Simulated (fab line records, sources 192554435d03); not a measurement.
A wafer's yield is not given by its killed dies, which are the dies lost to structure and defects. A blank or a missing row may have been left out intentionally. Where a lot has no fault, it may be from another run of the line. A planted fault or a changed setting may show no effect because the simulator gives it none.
Split-lot trial || flow n5Finfet || on a route of 1938 steps: 7 lots, 21 wafers read

ON THE SPLIT
At N5_SD_EPI_N_ETCH_45 (etches SiOCN in CH3F/O2, target depth 6 nm), the setting targetDepthA was moved away from the recipe's 60 angstrom on 8 of the 21 wafers read, by -11.9% to +7.8%. This setting was run at the recipe's value on the other wafers.

The reading is taken at the split's own step.

THE READING
etch.depthNm (the simulator's own value, which no gauge read), in nm, at N5_SD_EPI_N_ETCH_45 (etches SiOCN in CH3F/O2, target depth 6 nm). No usual value for it is given in the file. The 13 wafers here that ran the recipe average 6.063 nm, standard deviation 0.14 nm.

{"wafer": "L074.1", "tool, chamber at the split": "rieDiel-06, 3", "targetDepthA as run, angstrom": 55.49, "against the recipe": "-7.5%", "etch.depthNm, nm": 5.418, "against lot-mates on the recipe": -0.665}
{"wafer": "L074.4", "tool, chamber at the split": "rieDiel-06, 0", "targetDepthA as run, angstrom": 60, "against the recipe": "recipe", "etch.depthNm, nm": 6.083, "against lot-mates on the recipe": "-"}
{"wafer": "L074.5", "tool, chamber at the split": "rieDiel-06, 3", "targetDepthA as run, angstrom": 55.49, "against the recipe": "-7.5%", "etch.depthNm, nm": 5.377, "against lot-mates on the recipe": -0.706}
{"wafer": "L077.1", "tool, chamber at the split": "rieDiel-03, 1", "targetDepthA as run, angstrom": 60, "against the recipe": "recipe", "etch.depthNm, nm": 6.108, "against lot-mates on the recipe": "-"}
{"wafer": "L077.3", "tool, chamber at the split": "rieDiel-03, 3", "targetDepthA as run, angstrom": 63.46, "against the recipe": "+5.8%", "etch.depthNm, nm": 6.563, "against lot-mates on the recipe": "+0.462"}
{"wafer": "L077.6", "tool, chamber at the split": "rieDiel-03, 2", "targetDepthA as run, angstrom": 60, "against the recipe": "recipe", "etch.depthNm, nm": 6.094, "against lot-mates on the recipe": "-"}
{"wafer": "L076.1", "tool, chamber at the split": "rieDiel-03, 3", "targetDepthA as run, angstrom": 60, "against the recipe": "recipe", "etch.depthNm, nm": 6.197, "against lot-mates on the recipe": "-"}
{"wafer": "L076.2", "tool, chamber at the split": "rieDiel-03, 1", "targetDepthA as run, angstrom": 60, "against the recipe": "recipe", "etch.depthNm, nm": 6.14, "against lot-mates on the recipe": "-"}
{"wafer": "L076.3", "tool, chamber at the split": "rieDiel-03, 2", "targetDepthA as run, angstrom": 60, "against the recipe": "recipe", "etch.depthNm, nm": 6.171, "against lot-mates on the recipe": "-"}
{"wafer": "L078.2", "tool, chamber at the split": "rieDiel-01, 0", "targetDepthA as run, angstrom": 60, "against the recipe": "recipe", "etch.depthNm, nm": 5.91, "against lot-mates on the recipe": "-"}
{"wafer": "L078.3", "tool, chamber at the split": "rieDiel-01, 2", "targetDepthA as run, angstrom": 60, "against the recipe": "recipe", "etch.depthNm, nm": 6.318, "against lot-mates on the recipe": "-"}
{"wafer": "L078.6", "tool, chamber at the split": "rieDiel-01, 3", "targetDepthA as run, angstrom": 64.66, "against the recipe": "+7.8%", "etch.depthNm, nm": 6.532, "against lot-mates on the recipe": "+0.418"}
{"wafer": "L081.1", "tool, chamber at the split": "rieDiel-03, 1", "targetDepthA as run, angstrom": 52.87, "against the recipe": "-11.9%", "etch.depthNm, nm": 5.366, "against lot-mates on the recipe": -0.713}
{"wafer": "L081.3", "tool, chamber at the split": "rieDiel-03, 2", "targetDepthA as run, angstrom": 60, "against the recipe": "recipe", "etch.depthNm, nm": 6.141, "against lot-mates on the recipe": "-"}
{"wafer": "L081.4", "tool, chamber at the split": "rieDiel-03, 0", "targetDepthA as run, angstrom": 60, "against the recipe": "recipe", "etch.depthNm, nm": 6.016, "against lot-mates on the recipe": "-"}
{"wafer": "L085.1", "tool, chamber at the split": "rieDiel-01, 2", "targetDepthA as run, angstrom": 55.39, "against the recipe": "-7.7%", "etch.depthNm, nm": 5.744, "against lot-mates on the recipe": -0.191}
{"wafer": "L085.4", "tool, chamber at the split": "rieDiel-01, 1", "targetDepthA as run, angstrom": 60, "against the recipe": "recipe", "etch.depthNm, nm": 5.88, "against lot-mates on the recipe": "-"}
{"wafer": "L085.5", "tool, chamber at the split": "rieDiel-01, 3", "targetDepthA as run, angstrom": 60, "against the recipe": "recipe", "etch.depthNm, nm": 5.99, "against lot-mates on the recipe": "-"}
{"wafer": "L088.1", "tool, chamber at the split": "rieDiel-06, 3", "targetDepthA as run, angstrom": 60, "against the recipe": "recipe", "etch.depthNm, nm": 5.766, "against lot-mates on the recipe": "-"}
{"wafer": "L088.2", "tool, chamber at the split": "rieDiel-06, 2", "targetDepthA as run, angstrom": 57.38, "against the recipe": "-4.4%", "etch.depthNm, nm": 5.536, "against lot-mates on the recipe": -0.230}
{"wafer": "L088.3", "tool, chamber at the split": "rieDiel-06, 1", "targetDepthA as run, angstrom": 57.38, "against the recipe": "-4.4%", "etch.depthNm, nm": 5.8, "against lot-mates on the recipe": "+0.034"}

FIT RESULTS
A straight line over all 21 wafers: etch.depthNm changes by +0.0686 nm for each +1% of targetDepthA; r = +0.90; the points scatter about the line by 0.15 nm.
The same after taking each lot's own level away (the mean of its wafers on the recipe; 21 wafers): +0.0615 nm for each +1%; r = +0.89; scatter 0.14 nm.
That fit puts the effect of the largest move of targetDepthA on the reading at 0.73 nm.
From 5.7660 to 6.1693 nm: that is the span of the lots' own levels, equal to 2.8 times the standard deviation above.
Thus the slope moves with the lot-to-lot level: the two fits are different.
Check: -0.722 nm against its lot-mates is what the line predicts for one of the wafers moved furthest among these (-11.9%) when that wafer is left out of the fit. Against them it came out at -0.713 nm.

OTHER SPLITS ON THESE WAFERS
Other splits were also applied to these wafers ahead of the reading. Each is held against what the fit with the lots' levels taken away leaves over:
{"other split on the same wafers": "N5_FIN_CUT_ETCH_21 timeS", "wafers away from the commonest value": 3, "r with etch.depthNm (lot level and that fit taken away)": -0.52}
{"other split on the same wafers": "N5_DUMMY_GATE_COAT_28 spinRpm", "wafers away from the commonest value": 6, "r with etch.depthNm (lot level and that fit taken away)": -0.49}

THE FILE'S OWN FIT
etch.depthNm changes by +0.058 nm for each +1% of targetDepthA, r = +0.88.
